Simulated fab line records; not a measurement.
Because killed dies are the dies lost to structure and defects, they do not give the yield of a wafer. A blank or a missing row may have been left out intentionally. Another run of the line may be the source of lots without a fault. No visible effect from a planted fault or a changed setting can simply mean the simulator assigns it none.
A struck lot beside a sound one / flow n5-finfet / 36 steps out of a route of 1938
Sound: the wafers L343.2, L343.3, L343.5. Wafers struck: L346.1, L346.6. At the end, the cause is stated.
For every step that has rows: the tool of each side, followed by ch and its chambers, followed by its first start. Under that, the readings that differ: sound wafers / struck wafers / difference of the means / sigmas: that difference in standard deviations of wafers without a fault.
alike: words and numbers the same on both sides, and readings whose means are apart by under 2 such deviations; not compared: readings that were withheld, readings missing a value for some wafer, numbers with overlapping values and no deviation given by the record, and bounds like >300 which may hide the same value.
The two part at a step that has a row with sigmas, a row that says differs or no value, or rows on one side only. When numbers do not overlap yet have no deviation, they are printed without sigmas and do not part them. A reading missing from all wafers of one side parts the sides only when that side holds two or more wafers.

first, 9 steps without rows for these wafers: N5_BEOL_M11_ALD_74 (deposits TaN, target thk 2 nm, pulse time 2 s, purge time 3 s); N5_BEOL_M11_SURFACE_TREAT_76; N5_BEOL_M11_CVD_75 (deposits Co from CCTBA/H2, target thk 2 nm, time 138.9 s); N5_BEOL_M11_SPUTTER_48 (material Cu, target thk 12 nm, time 2 s); N5_BEOL_M11_ECD_50 (material Cu, target thk 318 nm); N5_BEOL_M11_ANNEAL_51 (time 90 s); N5_BEOL_M11_CMP_52 (polishes, stops on SiCOH lowk, t overpolish 7 s, target thk 140 nm); N5_BEOL_M11_PRE_CLEAN_55 (time 15 s); N5_BEOL_M11_DEP_56 (deposits SiCN from 3MS/NH3, target thk 30 nm, time 10.5 s).
N5_BEOL_M12_ILD_DEP_00: deposits SiOC from DEMS/O2, target thk 658.92 nm, time 130.7 s.
  sound on pecvd-03 ch 0,1, day 12 12:51; struck on pecvd-03 ch 1, day 13 03:39
reading=run-length-s (s); sound=176.1 175.7 175.7; struck=213.4 213.1; difference=+37.4; sigmas=+71
reading=model.SiOC_of_BEOL_M12_ILD_DEP_00.thk-nm (nm); sound=645 650.4 645.6; struck=845.4 850.2; difference=+200.8; sigmas=
  alike: heater-power-w, showerhead-plenum-p-Torr, throttle-valve-pct
N5_BEOL_M12_THK_MEAS_01:
  struck on film-metro-02, day 13 03:47; sound on film-metro-01, day 12 12:59
reading=M12_ILD_THK (nm); sound=645 650 646; struck=845 851; difference=+201; sigmas=+18
then, 10 steps without rows for these wafers: N5_BEOL_M12_COAT_58 (time 60 s, resist thk 89 nm); N5_BEOL_M12_COAT_04 (resist thk 400 nm); N5_BEOL_M12_EBR_06; N5_BEOL_M12_SOFTBAKE_05 (time 60 s); N5_BEOL_M12_EXPOSE_07 (exposes mask V11); N5_BEOL_M12_PEB_08 (peb time 90 s); N5_BEOL_M12_DEVELOP_09 (develop time 45 s); N5_BEOL_M12_HARDBAKE_14 (time 120 s); N5_BEOL_M12_DESCUM_15 (chemistry O2, time 7.9 s); N5_BEOL_M12_ETCH_59 (etches BARC in N2/H2, target depth 89 nm, overetch 26.7 nm, time 67.9 s).
N5_BEOL_M12_VIA_ETCH_16: etches SiOC in C4F8/O2/Ar, target depth 724.8 nm.
  sound on rie-diel-01 ch 0,2, day 12 13:40; struck on rie-diel-05 ch 2,3, day 13 04:32
reading=model.etch.depth-nm (nm); sound=644.9 650.4 645.5; struck=845.3 850.1; difference=+200.8; sigmas=
reading=model.coat_of_BEOL_M12_COAT_04.thk-nm (nm); sound=126.8 121.6 123.6; struck=69.4 65.2; difference=-56.7; sigmas=
  alike: drypump-motor-current-A, oes-product-au, rf-vpp-V, showerhead-plenum-p-Torr, throttle-valve-pct
N5_BEOL_M12_STRIP_63: strips in N2/H2.
  sound on plasma-asher-01 ch 0,1, day 12 13:52; struck on plasma-asher-02 ch 0,1, day 13 04:44
reading=drypump-motor-current-A (A); sound=6.54 6.52 6.50; struck=6.03 5.95; difference=-0.53; sigmas=-2
reading=oes-product-au (a.u.); sound=0.695 0.688 0.694; struck=0.680 0.667; difference=-0.019; sigmas=-4
reading=strip-time-to-endpoint-s (s); sound=43.5 42.1 42.7; struck=27.5 26.3; difference=-15.9; sigmas=-16
  alike: heater-power-w
  not compared: rf-hours-counter-h
then, 12 steps without rows for these wafers: N5_BEOL_M12_STRIP_64 (strips in N2/H2); N5_BEOL_M12_STRIP_71 (strips in post etch residue remover, time 60 s); N5_BEOL_M12_SRD_72 (time 30 s, dry time 30 s); N5_BEOL_M12_COAT_65 (time 60 s, resist thk 300 nm); N5_BEOL_M12_COAT_66 (time 60 s, resist thk 110 nm); N5_BEOL_M12_COAT_22 (resist thk 300 nm); N5_BEOL_M12_EBR_24; N5_BEOL_M12_SOFTBAKE_23 (time 60 s); N5_BEOL_M12_EXPOSE_25 (exposes mask M12); N5_BEOL_M12_PEB_26 (peb time 90 s); N5_BEOL_M12_DEVELOP_27 (develop time 45 s); N5_BEOL_M12_HARDBAKE_32 (time 120 s).
N5_BEOL_M12_CMP_49: polishes, stops on SiOC, t overpolish 20.6 s, target thk 320 nm.
  sound on cmp-01 ch 1,2, day 12 19:32; struck on cmp-01 ch 2,3, day 13 12:01
reading=model.SiOC_of_BEOL_M12_ILD_DEP_00.thk-nm (nm); sound=588.2 592.2 587.2; struck=785.6 791.2; difference=+199.2; sigmas=
  alike: motor-current-A

WHERE THEY PART
Last at N5_BEOL_M12_STRIP_63 as far as this record goes, first at N5_BEOL_M12_ILD_DEP_00. Later steps at which nothing parts them and some readings are alike: N5_BEOL_M12_CMP_49.

WHY: what had been put in by the simulator
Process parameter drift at N5_BEOL_M12_ILD_DEP_00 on pecvd-03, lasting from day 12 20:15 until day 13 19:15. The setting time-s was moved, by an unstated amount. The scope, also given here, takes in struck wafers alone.
